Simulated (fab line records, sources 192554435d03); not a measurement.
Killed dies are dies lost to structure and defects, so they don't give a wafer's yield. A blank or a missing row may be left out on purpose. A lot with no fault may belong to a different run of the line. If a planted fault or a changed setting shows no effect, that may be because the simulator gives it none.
Matching of chambers ; flow n5Finfet ; 4 sister chambers for N5_FIN_SAQP_ETCH_65 on rieSi-04
The step etches SiO2 in CF4, target depth 4 nm, time 4.4 s. 22 wafers are shown with their chamber, then 11 later ones without.

## WAFERS PAIRED WITH THEIR CHAMBERS
wafer;chamber;throttleValvePct (%);drypumpMotorCurrentA (A);oesProductAu (a.u.)
L074.2;3;22.2;5.8;0.986
L074.3;0;21.8;5.1;1.039
L074.5;2;21.3;6.4;1.035
L076.1;2;21.3;6.4;1.044
L076.2;1;21.8;5.5;1.020
L076.3;3;22.3;5.8;0.999
L076.4;0;21.8;5.0;1.045
L076.5;0;21.8;5.0;1.043
L076.6;1;21.8;5.5;1.026
L077.1;2;21.3;6.4;1.033
L077.2;0;21.8;5.1;1.038
L077.5;1;21.8;5.5;1.017
L078.2;1;21.8;5.5;1.018
L078.3;2;21.3;6.4;1.039
L078.6;2;21.3;6.4;1.043
L079.1;3;22.3;5.8;1.016
L079.2;2;21.3;6.4;1.041
L079.3;0;21.8;5.1;1.037
L082.1;0;21.8;5.0;1.037
L082.2;2;21.3;6.4;1.052
L082.5;3;22.2;5.7;1.008
L093.1;2;21.3;6.4;1.028

SIGNATURES, as means of the wafers listed above
reading;chamber 0;chamber 1;chamber 2;chamber 3;scatter within a chamber
throttleValvePct;21.800;21.800;21.300;22.250;0.0236
drypumpMotorCurrentA;5.050;5.500;6.400;5.775;0.0354
oesProductAu;1.03983;1.02025;1.03937;1.00225;0.00741
Rule: a wafer lies at a distance from a chamber equal to the root of the sum of squares, over the readings, of (its reading less the chamber's mean, divided by the reading's scatter). If the next closest chamber is less than 2 further off than the closest, the wafer can't be placed; otherwise it belongs to the closest. How the scatter is found: for the shown wafers, subtract from each reading the mean of its chamber, square and add these, divide the total by (wafers less chambers), then take the root.

## WAFERS WHOSE CHAMBER IS MISSING
wafer;throttleValvePct (%);drypumpMotorCurrentA (A);oesProductAu (a.u.)
L093.2;22.2;5.7;0.981
L093.3;21.8;5.5;1.012
L093.4;21.8;5.1;1.033
L093.5;21.3;6.4;1.029
L093.6;21.8;5.4;1.018
L096.3;22.2;5.7;1.001
L096.5;22.3;5.7;1.007
L096.6;21.3;6.4;1.051
L097.1;22.2;5.7;0.997
L097.3;21.8;5.1;1.035
L097.5;21.3;6.4;1.039

## EACH ONE'S CHAMBER
wafer;from the rows above;in truth
L093.2;3;3
L093.3;1;1
L093.4;0;0
L093.5;2;2
L093.6;1;1
L096.3;3;3
L096.5;3;3
L096.6;2;2
L097.1;3;3
L097.3;0;0
L097.5;2;2
Correct placement for 11 of the 11. Number that these rows cannot place: 0. Placed wrongly: 0.
